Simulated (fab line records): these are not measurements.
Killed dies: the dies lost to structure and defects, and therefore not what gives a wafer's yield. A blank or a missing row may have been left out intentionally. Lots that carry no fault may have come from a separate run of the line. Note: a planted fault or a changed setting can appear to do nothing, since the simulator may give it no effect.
fab line records	flow n5Finfet
record: lots: 24	wafers: 72	lastDay: 19
route steps=1938 shown BEOL_M1@823 BEOL_M2@841
lots with no fault: from the same line, run without faults
startH: start of the lot's first displayed wafer, in hours after the record's first day	waitH: how many hours have passed since the lot's step before this one	" same as the row above	L1.1+2: a row that stands for several wafers	- no value, or no start given	* or withheld: withheld	< > ~ a bound
route shown NAME@n: a module of which the file shows steps, and the number in the route of the first	usual: average and standard deviation across the fault-free wafers	same: alike in all rows	chamber/n: place in a boat	sites: the reading at each site	_std_site: their standard deviation	_edge_site: inner sites' mean taken away from outer sites' mean	radiusMm: how far each site lies from the wafer's centre	mask NAME#n: copy n	behind: tool/chamber where the wafer was last shaped	hold: reason for holding the lot/hours on hold/outcome of the hold	device: transistor that didn't switch, given as n, p or np	end of line: the route-end tests of the same wafers	a step with no rows: only its recipe	killed: at the first sort, the dies lost to defects and structure; wafer yield is something else	map: a wafer's dies, x killed, . not, _ none there
set.NAME: the setting that was run; set.NAME@STEP: the one run at that earlier step	model.NAME: the simulator's own value behind a step, which no gauge read
one table for each step of the route and one row for each wafer, over a sample of lots
services: when a tool's chamber went out of use (startH, in hours from the record's first day, below 0 if earlier), for how many hours, and the reason
== steps ==
step: N5_BEOL_M1_ANNEAL_89
recipe: tempC: 400	timeS: 240	ambient: vacuum
usual: heaterPowerW: 810/46	susceptor_temp_C_max: 401.0/0.38
same: timeS: 240
lot.wafer	tool	chamber	startH	waitH	heaterPowerW	susceptor_temp_C_max
L074.4	pvdSputter-02	-	127.44	0.0	708	400.7
L074.5	"	-	"	"	708	400.9
L074.6	"	-	"	"	802	400.8
L075.1	pvdSputter-02	-	139.91	0.0	769	401.0
L075.2	"	-	"	"	771	400.7
L075.6	"	-	"	"	780	401.0
L076.3	pvdSputter-03	-	141.11	0.0	838	401.1
L076.4	"	-	"	"	797	400.8
L076.6	"	-	"	"	852	401.2
L077.1	pvdSputter-02	-	144.98	0.0	815	400.7
L077.2	"	-	"	"	782	400.6
L077.3	"	-	"	"	756	400.9
L079.1	pvdSputter-03	-	157.94	0.0	876	401.3
L079.3	"	-	"	"	844	401.7
L079.4	"	-	"	"	799	401.1
L078.2	pvdSputter-03	-	162.88	0.0	846	400.6
L078.3	"	-	"	"	803	401.2
L078.6	"	-	"	"	860	401.8
L081.1	pvdSputter-03	-	186.46	0.0	798	401.4
L081.4	"	-	"	"	816	401.1
L081.5	"	-	"	"	801	401.2
L080.1	pvdSputter-02	-	192.98	0.0	820	400.6
L080.4	"	-	"	"	747	400.7
L080.5	"	-	"	"	772	401.0
L083.2	pvdSputter-03	-	193.42	0.0	834	400.9
L083.5	"	-	"	"	810	401.0
L083.6	"	-	"	"	843	401.0
L082.1	pvdSputter-03	-	196.60	0.0	873	401.1
L082.3	"	-	"	"	825	401.3
L082.4	"	-	"	"	833	401.3
L084.1	pvdSputter-01	-	215.83	0.0	848	400.5
L084.3	"	-	"	"	856	400.5
L084.6	"	-	"	"	782	401.9
L085.2	pvdSputter-02	-	220.21	0.0	774	400.9
L085.4	"	-	"	"	809	400.6
L085.5	"	-	"	"	758	401.5
L086.1	pvdSputter-01	-	220.21	0.0	919	400.6
L086.2	"	-	"	"	804	401.9
L086.3	"	-	"	"	850	400.7
L087.1	pvdSputter-02	-	222.63	0.0	790	400.9
L087.4	"	-	"	"	764	400.7
L087.5	"	-	"	"	814	400.7
L088.1	pvdSputter-03	-	227.80	0.0	842	401.1
L088.4	"	-	"	"	861	400.7
L088.5	"	-	"	"	857	401.5
L090.2	pvdSputter-01	-	229.02	0.0	865	400.3
L090.3	"	-	"	"	858	400.3
L090.6	"	-	"	"	824	400.6
L089.1	pvdSputter-01	-	235.87	0.0	819	401.5
L089.3	"	-	"	"	805	401.3
L089.6	"	-	"	"	813	401.2
L091.4	pvdSputter-03	-	236.67	0.0	793	401.2
L091.5	"	-	"	"	862	401.4
L091.6	"	-	"	"	849	400.9
L092.1	pvdSputter-02	-	247.45	0.0	812	400.9
L092.3	"	-	"	"	781	401.3
L092.6	"	-	"	"	700	400.4
L093.2	pvdSputter-01	-	250.80	0.0	892	400.8
L093.4	"	-	"	"	849	400.6
L093.6	"	-	"	"	857	400.4
L094.4	pvdSputter-03	-	253.27	0.0	856	400.8
L094.5	"	-	"	"	848	401.2
L094.6	"	-	"	"	841	401.2
L095.1	pvdSputter-02	-	257.34	0.0	712	400.9
L095.2	"	-	"	"	819	401.1
L095.4	"	-	"	"	768	401.1
L096.2	pvdSputter-02	-	263.96	0.0	708	400.5
L096.5	"	-	"	"	720	400.7
L096.6	"	-	"	"	821	400.9
L097.2	pvdSputter-03	-	276.99	0.0	797	401.5
L097.4	"	-	"	"	842	401.3
L097.6	"	-	"	"	847	401.6
step: N5_BEOL_M1_SPUTTER_90
recipe: material: Cu	targetThkA: 45	tempC: -20	chamberPressurePa: 0.07	powerW: withheld	timeS: 8.29
usual: chamberPressurePa: 0.06999/0.00014	throttleValvePct: 30.0/0.76
same: timeS: 8.29
lot.wafer	tool	chamber	startH	waitH	chamberPressurePa	throttleValvePct
L074.4	pvdSputter-02	-	127.58	0.1	0.07022	29.7
L074.5	"	-	"	"	0.06997	29.6
L074.6	"	-	"	"	0.06991	31.0
L075.1	pvdSputter-02	-	140.05	0.1	0.06991	30.0
L075.2	"	-	"	"	0.07025	29.4
L075.6	"	-	"	"	0.06993	30.1
L076.3	pvdSputter-03	-	141.25	0.1	0.06983	30.1
L076.4	"	-	"	"	0.07003	31.1
L076.6	"	-	"	"	0.07	29.1
L077.1	pvdSputter-02	-	145.12	0.1	0.06988	31.0
L077.2	"	-	"	"	0.07019	29.2
L077.3	"	-	"	"	0.07005	30.1
L079.1	pvdSputter-03	-	158.08	0.1	0.06991	30.0
L079.3	"	-	"	"	0.07018	29.1
L079.4	"	-	"	"	0.07017	28.9
L078.2	pvdSputter-03	-	163.02	0.1	0.07004	30.2
L078.3	"	-	"	"	0.06991	31.1
L078.6	"	-	"	"	0.06998	28.8
L081.1	pvdSputter-03	-	186.60	0.1	0.06983	31.3
L081.4	"	-	"	"	0.06977	28.6
L081.5	"	-	"	"	0.07002	30.9
L080.1	pvdSputter-02	-	193.12	0.1	0.07001	31.0
L080.4	"	-	"	"	0.06976	30.5
L080.5	"	-	"	"	0.06999	29.4
L083.2	pvdSputter-03	-	193.56	0.1	0.06987	29.1
L083.5	"	-	"	"	0.07008	31.1
L083.6	"	-	"	"	0.06984	29.2
L082.1	pvdSputter-03	-	196.74	0.1	0.07014	30.0
L082.3	"	-	"	"	0.0699	31.1
L082.4	"	-	"	"	0.07025	29.0
L084.1	pvdSputter-01	-	215.97	0.1	0.07	29.7
L084.3	"	-	"	"	0.06989	30.5
L084.6	"	-	"	"	0.07019	30.6
L085.2	pvdSputter-02	-	220.35	0.1	0.07008	29.3
L085.4	"	-	"	"	0.07006	30.9
L085.5	"	-	"	"	0.0702	29.2
L086.1	pvdSputter-01	-	220.35	0.1	0.06997	30.7
L086.2	"	-	"	"	0.06977	30.3
L086.3	"	-	"	"	0.06993	29.9
L087.1	pvdSputter-02	-	222.77	0.1	0.06987	30.3
L087.4	"	-	"	"	0.0701	29.3
L087.5	"	-	"	"	0.06991	31.1
L088.1	pvdSputter-03	-	227.94	0.1	0.06987	30.3
L088.4	"	-	"	"	0.06987	29.0
L088.5	"	-	"	"	0.07006	29.2
L090.2	pvdSputter-01	-	229.16	0.1	0.07022	30.9
L090.3	"	-	"	"	0.07003	30.0
L090.6	"	-	"	"	0.06981	30.0
L089.1	pvdSputter-01	-	236.01	0.1	0.06965	30.4
L089.3	"	-	"	"	0.06993	29.9
L089.6	"	-	"	"	0.07002	30.7
L091.4	pvdSputter-03	-	236.81	0.1	0.07013	31.1
L091.5	"	-	"	"	0.07004	29.1
L091.6	"	-	"	"	0.06991	30.0
L092.1	pvdSputter-02	-	247.59	0.1	0.06986	30.8
L092.3	"	-	"	"	0.06992	30.3
L092.6	"	-	"	"	0.07003	29.7
L093.2	pvdSputter-01	-	250.94	0.1	0.07002	30.4
L093.4	"	-	"	"	0.06991	29.8
L093.6	"	-	"	"	0.06991	30.4
L094.4	pvdSputter-03	-	253.41	0.1	0.07	29.4
L094.5	"	-	"	"	0.07025	30.1
L094.6	"	-	"	"	0.07004	29.0
L095.1	pvdSputter-02	-	257.48	0.1	0.06993	29.9
L095.2	"	-	"	"	0.07008	31.2
L095.4	"	-	"	"	0.07024	30.1
L096.2	pvdSputter-02	-	264.10	0.1	0.06995	30.1
L096.5	"	-	"	"	0.06998	29.9
L096.6	"	-	"	"	0.07003	31.0
L097.2	pvdSputter-03	-	277.13	0.1	0.06993	31.3
L097.4	"	-	"	"	0.07007	29.1
L097.6	"	-	"	"	0.07022	29.1
step: N5_BEOL_M1_ANNEAL_51
recipe: tempC: 225	timeS: 90	ambient: N2
usual: wafer_temp_C_max: 226.0/0.34
same: timeS: 90
lot.wafer	tool	chamber	startH	waitH	wafer_temp_C_max
L074.4	rtpAnneal-01	0	128.57	0.2	225.6
L074.5	"	0	"	"	225.8
L074.6	"	0	"	"	225.8
L075.1	rtpAnneal-01	0	140.91	0.1	225.7
L075.2	"	0	"	"	225.6
L075.6	"	0	"	"	225.6
L076.3	rtpAnneal-01	0	142.20	0.1	225.7
L076.4	"	0	"	"	225.7
L076.6	"	0	"	"	225.6
L077.1	rtpAnneal-01	0	145.98	0.1	225.3
L077.2	"	0	"	"	225.6
L077.3	"	0	"	"	225.4
L079.1	rtpAnneal-02	0	158.94	0.1	226.2
L079.3	"	0	"	"	226.7
L079.4	"	0	"	"	226.6
L078.2	rtpAnneal-02	0	163.92	0.1	226.2
L078.3	"	0	"	"	226.1
L078.6	"	0	"	"	226.3
L081.1	rtpAnneal-01	0	187.46	0.1	226.0
L081.4	"	0	"	"	225.7
L081.5	"	0	"	"	225.6
L080.1	rtpAnneal-01	0	193.98	0.1	225.7
L080.4	"	0	"	"	225.5
L080.5	"	0	"	"	226.1
L083.2	rtpAnneal-02	0	194.67	0.3	226.1
L083.5	"	0	"	"	226.5
L083.6	"	0	"	"	225.8
L082.1	rtpAnneal-01	0	197.72	0.2	226.0
L082.3	"	0	"	"	225.8
L082.4	"	0	"	"	226.2
L084.1	rtpAnneal-01	0	216.83	0.1	225.8
L084.3	"	0	"	"	225.4
L084.6	"	0	"	"	225.7
L085.2	rtpAnneal-01	0	221.25	0.1	225.7
L085.4	"	0	"	"	225.5
L085.5	"	0	"	"	226.0
L086.1	rtpAnneal-02	0	221.39	0.2	225.9
L086.2	"	0	"	"	226.0
L086.3	"	0	"	"	226.6
L087.1	rtpAnneal-01	0	223.74	0.2	226.0
L087.4	"	0	"	"	226.1
L087.5	"	0	"	"	225.8
L088.1	rtpAnneal-01	0	228.80	0.1	225.8
L088.4	"	0	"	"	225.5
L088.5	"	0	"	"	225.5
L090.2	rtpAnneal-01	0	230.11	0.2	225.9
L090.3	"	0	"	"	225.9
L090.6	"	0	"	"	225.9
L089.1	rtpAnneal-02	0	236.98	0.2	226.6
L089.3	"	0	"	"	226.3
L089.6	"	0	"	"	226.1
L091.4	rtpAnneal-01	0	237.80	0.2	225.9
L091.5	"	0	"	"	225.8
L091.6	"	0	"	"	225.6
L092.1	rtpAnneal-01	0	248.44	0.1	226.1
L092.3	"	0	"	"	225.7
L092.6	"	0	"	"	226.1
L093.2	rtpAnneal-02	0	251.86	0.1	225.8
L093.4	"	0	"	"	225.9
L093.6	"	0	"	"	226.4
L094.4	rtpAnneal-02	0	254.41	0.2	226.2
L094.5	"	0	"	"	226.3
L094.6	"	0	"	"	226.1
L095.1	rtpAnneal-02	0	258.34	0.1	226.1
L095.2	"	0	"	"	226.9
L095.4	"	0	"	"	226.6
L096.2	rtpAnneal-02	0	265.00	0.1	226.2
L096.5	"	0	"	"	226.4
L096.6	"	0	"	"	226.1
L097.2	rtpAnneal-02	0	278.03	0.1	226.4
L097.4	"	0	"	"	226.6
L097.6	"	0	"	"	226.3
step: N5_BEOL_M1_THK_MEAS_53
recipe: thkMeasGauge: xrf	reads: Cu_of_BEOL_M1_ECD_50
usual: M1_THK: 39.0/1.8
lot.wafer	tool	chamber	startH	waitH	M1_THK[nm]
L074.4	filmMetro-02	-	129.03	-	39.5
L074.5	"	-	"	"	40.7
L074.6	"	-	"	"	40.3
L075.1	filmMetro-01	-	141.50	-	37.4
L075.2	"	-	"	"	35.5
L075.6	"	-	"	"	36.7
L076.3	filmMetro-01	-	142.85	-	39.4
L076.4	"	-	"	"	40.0
L076.6	"	-	"	"	40.4
L077.1	filmMetro-02	-	146.57	-	35.9
L077.2	"	-	"	"	36.1
L077.3	"	-	"	"	39.9
L079.1	filmMetro-02	-	159.53	-	39.5
L079.3	"	-	"	"	39.4
L079.4	"	-	"	"	36.6
L078.2	filmMetro-01	-	164.47	-	35.7
L078.3	"	-	"	"	36.3
L078.6	"	-	"	"	37.0
L081.1	filmMetro-01	-	188.05	-	37.1
L081.4	"	-	"	"	39.7
L081.5	"	-	"	"	38.3
L080.1	filmMetro-01	-	194.57	-	42.6
L080.4	"	-	"	"	39.8
L080.5	"	-	"	"	39.3
L083.2	filmMetro-02	-	195.22	-	40.5
L083.5	"	-	"	"	42.1
L083.6	"	-	"	"	40.2
L082.1	filmMetro-02	-	198.31	-	37.4
L082.3	"	-	"	"	40.1
L082.4	"	-	"	"	37.5
L084.1	filmMetro-01	-	217.42	-	38.4
L084.3	"	-	"	"	41.2
L084.6	"	-	"	"	38.8
L085.2	filmMetro-02	-	221.80	-	40.9
L085.4	"	-	"	"	40.0
L085.5	"	-	"	"	37.4
L086.1	filmMetro-01	-	221.99	-	42.1
L086.2	"	-	"	"	36.7
L086.3	"	-	"	"	40.7
L087.1	filmMetro-01	-	224.33	-	37.1
L087.4	"	-	"	"	38.0
L087.5	"	-	"	"	38.9
L088.1	filmMetro-02	-	229.79	-	40.4
L088.4	"	-	"	"	39.4
L088.5	"	-	"	"	39.0
L090.2	filmMetro-02	-	230.90	-	40.6
L090.3	"	-	"	"	39.7
L090.6	"	-	"	"	42.1
L089.1	filmMetro-02	-	237.59	-	36.2
L089.3	"	-	"	"	37.0
L089.6	"	-	"	"	37.9
L091.4	filmMetro-02	-	238.26	-	38.9
L091.5	"	-	"	"	40.0
L091.6	"	-	"	"	41.0
L092.1	filmMetro-02	-	249.03	-	35.4
L092.3	"	-	"	"	37.5
L092.6	"	-	"	"	42.3
L093.2	filmMetro-01	-	252.40	-	41.3
L093.4	"	-	"	"	42.1
L093.6	"	-	"	"	43.3
L094.4	filmMetro-01	-	254.86	-	43.7
L094.5	"	-	"	"	41.5
L094.6	"	-	"	"	40.2
L095.1	filmMetro-02	-	258.93	-	41.3
L095.2	"	-	"	"	37.2
L095.4	"	-	"	"	39.7
L096.2	filmMetro-01	-	265.55	-	37.7
L096.5	"	-	"	"	36.2
L096.6	"	-	"	"	41.1
L097.2	filmMetro-01	-	278.58	-	38.5
L097.4	"	-	"	"	39.1
L097.6	"	-	"	"	38.4
step: N5_BEOL_M2_ILD_DEP_00
recipe: material: SiOC	targetThkA: 790	tempC: 350	precursor: DEMS/O2	pressureTorr: 5	rfW: 500	timeS: 15.3
usual: heaterPowerOuterW: 272/40	heaterPowerW: 512/57	showerheadPlenumPTorr: 5.689/0.015	throttleValvePct: 12.1/0.52
same: timeS: 15.3
lot.wafer	tool	chamber	startH	waitH	heaterPowerOuterW	heaterPowerW	showerheadPlenumPTorr	throttleValvePct
L074.4	pecvd-03	2	129.37	0.1	329	599	5.686	12.1
L074.5	"	1	"	"	315	585	5.680	12.6
L074.6	"	0	"	"	300	542	5.690	12.4
L075.1	pecvd-03	0	141.83	0.0	357	602	5.681	12.5
L075.2	"	1	"	"	279	545	5.667	13.1
L075.6	"	0	"	"	366	596	5.675	12.4
L076.3	pecvd-03	1	143.17	0.0	324	614	5.682	12.5
L076.4	"	2	"	"	339	611	5.694	12.0
L076.6	"	0	"	"	276	491	5.687	12.7
L077.1	pecvd-01	0	146.89	0.0	231	486	5.684	11.9
L077.2	"	2	"	"	261	485	5.689	11.9
L077.3	"	1	"	"	243	458	5.705	11.5
L079.1	pecvd-01	2	159.85	0.0	246	472	5.681	11.9
L079.3	"	0	"	"	239	485	5.676	11.8
L079.4	"	2	"	"	256	461	5.688	12.1
L078.2	pecvd-03	0	164.84	0.1	296	522	5.689	12.6
L078.3	"	1	"	"	286	543	5.675	12.6
L078.6	"	1	"	"	285	563	5.669	12.7
L081.1	pecvd-01	1	188.37	0.0	249	460	5.714	11.4
L081.4	"	2	"	"	265	485	5.681	12.2
L081.5	"	0	"	"	272	531	5.698	11.9
L080.1	pecvd-01	0	194.96	0.0	283	562	5.685	12.2
L080.4	"	1	"	"	235	449	5.713	11.5
L080.5	"	0	"	"	286	577	5.688	11.8
L083.2	pecvd-03	1	195.54	0.0	311	571	5.673	12.6
L083.5	"	1	"	"	314	571	5.679	12.8
L083.6	"	2	"	"	316	576	5.699	12.3
L082.1	pecvd-01	2	198.64	0.0	237	429	5.686	11.8
L082.3	"	0	"	"	280	536	5.678	12.0
L082.4	"	2	"	"	236	430	5.685	12.1
L084.1	pecvd-03	1	217.75	0.0	337	582	5.682	12.4
L084.3	"	0	"	"	347	589	5.686	12.9
L084.6	"	0	"	"	347	589	5.681	12.6
L085.2	pecvd-04	2	222.12	0.0	231	487	5.701	11.7
L085.4	"	2	"	"	239	483	5.702	11.5
L085.5	"	1	"	"	222	452	5.694	12.9
L086.1	pecvd-03	0	222.34	0.0	322	555	5.691	12.6
L086.2	"	1	"	"	276	531	5.658	12.8
L086.3	"	1	"	"	281	532	5.674	12.8
L087.1	pecvd-04	1	224.68	0.0	236	462	5.702	12.8
L087.4	"	0	"	"	299	556	5.672	11.2
L087.5	"	2	"	"	271	530	5.713	11.6
L088.1	pecvd-04	0	230.12	0.0	339	606	5.700	11.1
L088.4	"	2	"	"	252	526	5.718	11.5
L088.5	"	1	"	"	270	502	5.695	12.9
L090.2	pecvd-04	0	231.30	0.0	299	518	5.659	11.3
L090.3	"	2	"	"	238	482	5.706	11.9
L090.6	"	0	"	"	290	538	5.687	11.3
L089.1	pecvd-01	1	237.91	0.0	246	463	5.709	11.5
L089.3	"	0	"	"	227	480	5.681	12.1
L089.6	"	2	"	"	182	375	5.683	12.0
L091.4	pecvd-04	0	238.60	0.1	339	584	5.655	11.2
L091.5	"	1	"	"	274	502	5.682	12.6
L091.6	"	2	"	"	234	476	5.701	11.5
L092.1	pecvd-01	0	249.36	0.0	259	528	5.684	11.8
L092.3	"	2	"	"	236	441	5.676	12.2
L092.6	"	0	"	"	265	520	5.679	11.8
L093.2	pecvd-04	0	252.73	0.0	314	558	5.669	11.3
L093.4	"	0	"	"	312	561	5.682	11.2
L093.6	"	2	"	"	229	479	5.728	11.6
L094.4	pecvd-04	1	255.20	0.1	257	504	5.686	12.8
L094.5	"	2	"	"	286	544	5.703	11.8
L094.6	"	0	"	"	285	524	5.675	11.5
L095.1	pecvd-01	0	259.28	0.0	266	546	5.697	12.1
L095.2	"	2	"	"	264	477	5.696	12.3
L095.4	"	0	"	"	278	541	5.694	12.0
L096.2	pecvd-01	2	265.88	0.0	248	449	5.697	12.0
L096.5	"	0	"	"	287	553	5.682	12.0
L096.6	"	2	"	"	248	451	5.681	12.2
L097.2	pecvd-04	1	278.90	0.0	221	458	5.690	12.8
L097.4	"	0	"	"	276	509	5.690	11.5
L097.6	"	1	"	"	229	467	5.676	12.7
step: N5_BEOL_M2_PECVD_72
recipe: material: SiO2	targetThkA: 160	tempC: 400	precursor: TEOS/O2	pressureTorr: 5.5	rfW: 450	teosFlowSccm: 53.8	gas: O2	flowSccm: 3000	timeS: 18
usual: heaterPowerOuterW: 442/50	heaterPowerW: 754/68	showerheadPlenumPTorr: 8.76/0.06	throttleValvePct: 22.4/1.1
same: timeS: 18
lot.wafer	tool	chamber	startH	waitH	heaterPowerOuterW	heaterPowerW	showerheadPlenumPTorr	throttleValvePct
L074.4	pecvd-04	1	129.49	0.1	461	782	8.73	23.8
L074.5	"	0	"	"	441	761	8.68	21.4
L074.6	"	2	"	"	462	805	8.84	21.6
L075.1	pecvd-04	0	141.94	0.0	517	839	8.71	21.3
L075.2	"	2	"	"	432	769	8.88	21.7
L075.6	"	2	"	"	440	750	8.86	21.6
L076.3	pecvd-01	1	143.27	0.0	405	719	8.87	21.5
L076.4	"	2	"	"	406	657	8.74	22.2
L076.6	"	0	"	"	380	708	8.77	22.4
L077.1	pecvd-01	1	147.00	0.0	399	639	8.85	21.6
L077.2	"	0	"	"	383	726	8.73	22.4
L077.3	"	2	"	"	387	661	8.73	22.4
L079.1	pecvd-04	2	159.96	0.0	445	777	8.86	22.0
L079.3	"	1	"	"	439	743	8.73	23.6
L079.4	"	0	"	"	538	873	8.70	21.2
L078.2	pecvd-04	1	164.94	0.0	355	667	8.72	23.9
L078.3	"	2	"	"	451	821	8.87	21.8
L078.6	"	2	"	"	467	802	8.83	21.7
L081.1	pecvd-04	2	188.48	0.0	387	704	8.87	21.7
L081.4	"	1	"	"	465	791	8.69	23.9
L081.5	"	0	"	"	489	844	8.69	21.1
L080.1	pecvd-01	1	195.07	0.0	373	658	8.85	21.7
L080.4	"	1	"	"	374	645	8.86	21.6
L080.5	"	0	"	"	451	814	8.74	22.4
L083.2	pecvd-04	2	195.64	0.0	390	726	8.86	21.8
L083.5	"	1	"	"	388	689	8.73	23.6
L083.6	"	2	"	"	400	719	8.84	21.5
L082.1	pecvd-03	2	198.74	0.0	480	813	8.80	22.4
L082.3	"	0	"	"	538	818	8.73	23.5
L082.4	"	2	"	"	474	805	8.82	22.4
L084.1	pecvd-01	0	217.87	0.0	407	737	8.75	22.6
L084.3	"	2	"	"	412	684	8.76	22.7
L084.6	"	2	"	"	412	696	8.74	22.8
L085.2	pecvd-04	2	222.23	0.0	478	840	8.84	21.6
L085.4	"	1	"	"	451	748	8.72	23.7
L085.5	"	0	"	"	448	753	8.72	21.2
L086.1	pecvd-01	0	222.47	0.0	458	821	8.72	22.7
L086.2	"	1	"	"	369	631	8.85	21.5
L086.3	"	2	"	"	349	602	8.73	22.6
L087.1	pecvd-04	1	224.79	0.0	353	627	8.74	23.8
L087.4	"	2	"	"	437	773	8.85	21.6
L087.5	"	1	"	"	350	634	8.73	23.8
L088.1	pecvd-03	1	230.22	0.0	488	810	8.68	24.1
L088.4	"	0	"	"	504	775	8.74	23.3
L088.5	"	0	"	"	500	781	8.76	23.8
L090.2	pecvd-01	0	231.40	0.0	394	738	8.75	22.4
L090.3	"	2	"	"	405	666	8.74	22.5
L090.6	"	0	"	"	394	733	8.73	22.7
L089.1	pecvd-03	0	238.25	0.0	499	788	8.73	23.7
L089.3	"	2	"	"	488	833	8.78	20.7
L089.6	"	0	"	"	518	813	8.72	23.7
L091.4	pecvd-03	2	238.71	0.1	491	824	8.78	20.7
L091.5	"	0	"	"	491	789	8.76	23.7
L091.6	"	1	"	"	500	840	8.69	24.0
L092.1	pecvd-04	1	249.46	0.0	423	753	8.74	23.6
L092.3	"	2	"	"	471	807	8.87	21.7
L092.6	"	2	"	"	457	804	8.85	21.8
L093.2	pecvd-03	0	252.83	0.0	468	760	8.74	23.7
L093.4	"	2	"	"	487	817	8.80	20.8
L093.6	"	0	"	"	465	739	8.72	23.6
L094.4	pecvd-03	2	255.31	0.1	505	818	8.80	21.0
L094.5	"	0	"	"	531	814	8.74	24.1
L094.6	"	1	"	"	445	744	8.69	23.9
L095.1	pecvd-03	0	259.41	0.0	475	752	8.73	23.7
L095.2	"	1	"	"	470	816	8.71	23.9
L095.4	"	0	"	"	476	755	8.73	23.9
L096.2	pecvd-04	0	265.98	0.0	451	738	8.72	21.2
L096.5	"	0	"	"	452	776	8.69	21.2
L096.6	"	2	"	"	445	752	8.85	21.7
L097.2	pecvd-01	1	279.00	0.0	408	683	8.84	21.3
L097.4	"	1	"	"	408	680	8.86	21.5
L097.6	"	0	"	"	428	770	8.74	22.5
== services ==
tool	chamber	startH	hours	kind
pecvd-04	2	113.51	2.1	scheduledDown
pecvd-03	0	118.90	2.1	scheduledDown
pvdSputter-03	-	138.56	1.3	repair
pecvd-04	-	142.47	6.0	pm
pecvd-01	-	164.25	1.5	repair
pecvd-01	-	174.71	1.9	repair
pvdSputter-03	-	178.82	0.5	repair
pecvd-04	2	181.41	1.9	repair
pecvd-03	2	202.38	-	clean
pecvd-03	2	202.38	-	consumableReplace:showerhead
pecvd-03	2	202.38	29.0	scheduledDown
pecvd-03	2	202.38	29.0	ventCycle
pecvd-01	-	208.46	3.3	repair
rtpAnneal-01	-	226.16	1.2	pm
pecvd-01	1	258.34	2.1	scheduledDown
== key ==
fault none
